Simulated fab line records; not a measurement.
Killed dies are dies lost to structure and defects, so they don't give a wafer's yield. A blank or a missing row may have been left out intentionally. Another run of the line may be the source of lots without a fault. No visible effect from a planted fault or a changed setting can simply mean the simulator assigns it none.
2 desks looking at one fault	flow n5-finfet	each desk has only its own numbers; what lay behind them comes last

THE TOOL OWNER'S DESK: cmp-03
The tool's own readings at N5_GATE_CUT_CMP_02 (polishes, stops on SiO2, t overpolish 12.7 s, target thk 0 nm): means of the sampled wafers that have a number, for each lot that ran on this tool. Marked OUT: a lot whose mean sits more than 4 standard deviations from the usual mean, which makes it out of limits; the brackets give that distance.
Columns: A = edge-zone-pressure-frac at N5_GATE_CUT_CMP_02, usual 1.000; B = head-pressure-psi at N5_GATE_CUT_CMP_02, usual 2.500 psi; C = motor-current-A at N5_GATE_CUT_CMP_02, usual 9.1 A; D = overpolish-run-s at N5_GATE_CUT_CMP_02, usual 12.699 s; E = time-to-endpoint-s at N5_GATE_CUT_CMP_02, usual 25.2 s
lot	first seen here	A	B	C	D	E
L846	day 4 12:07	0.999	2.498	9.4	12.695	25.0
L847	day 4 20:39	1.002	2.504	9.6	12.693	24.6
Finding of this desk: none of the 2 lots has anything out of limits.

FROM THE METROLOGY DESK
Means of the sampled wafers that have a number, per lot and without regard to the tool the lot ran on: this is what the gauges read. Marked OUT: a lot whose mean sits more than 4 standard deviations from the usual mean, which makes it out of limits; the brackets give that distance. Only the readings that lie furthest out on some lot appear, 7 of the 10 it has.
Columns: A = DIBL_N at N5_BEOL_M4_RC_MEAS_101, usual 35.9 mV/V; B = IOFF_N at N5_BEOL_M4_RC_MEAS_101, usual 0.152 nA/um; C = ION_N at N5_BEOL_M4_RC_MEAS_101, usual 673 uA/um; D = ION_P at N5_BEOL_M4_RC_MEAS_101, usual 462 uA/um; E = SS_P at N5_BEOL_M4_RC_MEAS_101, usual 73.2 mV/dec; F = VT_N at N5_BEOL_M4_RC_MEAS_101, usual 250.3 mV; G = VT_P at N5_BEOL_M4_RC_MEAS_101, usual -250.6 mV
lot	first seen here	A	B	C	D	E	F	G
L846	day 8 12:53	36.5	0.141	664	458	72.7	252.5	-252.3
L847	day 8 18:44	35.4	0.166	679	460	73.6	248.2	-251.5
L854	day 10 22:23	36.8	0.173	686	468	73.4	246.4	-248.9
L855	day 12 03:04	35.5	0.135	672	459	73.1	249.9	-248.8
L864	day 13 14:14	34.7	0.148	676	468	73.3	251.6	-251.3
L869	day 14 22:47	35.5	0.137	667	471	73.0	251.2	-246.5
Finding of this desk: none of the 6 lots has anything out of limits.

BROUGHT TOGETHER
Nothing out of limits was seen by the tool owner's desk.
At the metrology desk, nothing out of limits was observed.

WHAT THE SIMULATOR HAD PUT IN
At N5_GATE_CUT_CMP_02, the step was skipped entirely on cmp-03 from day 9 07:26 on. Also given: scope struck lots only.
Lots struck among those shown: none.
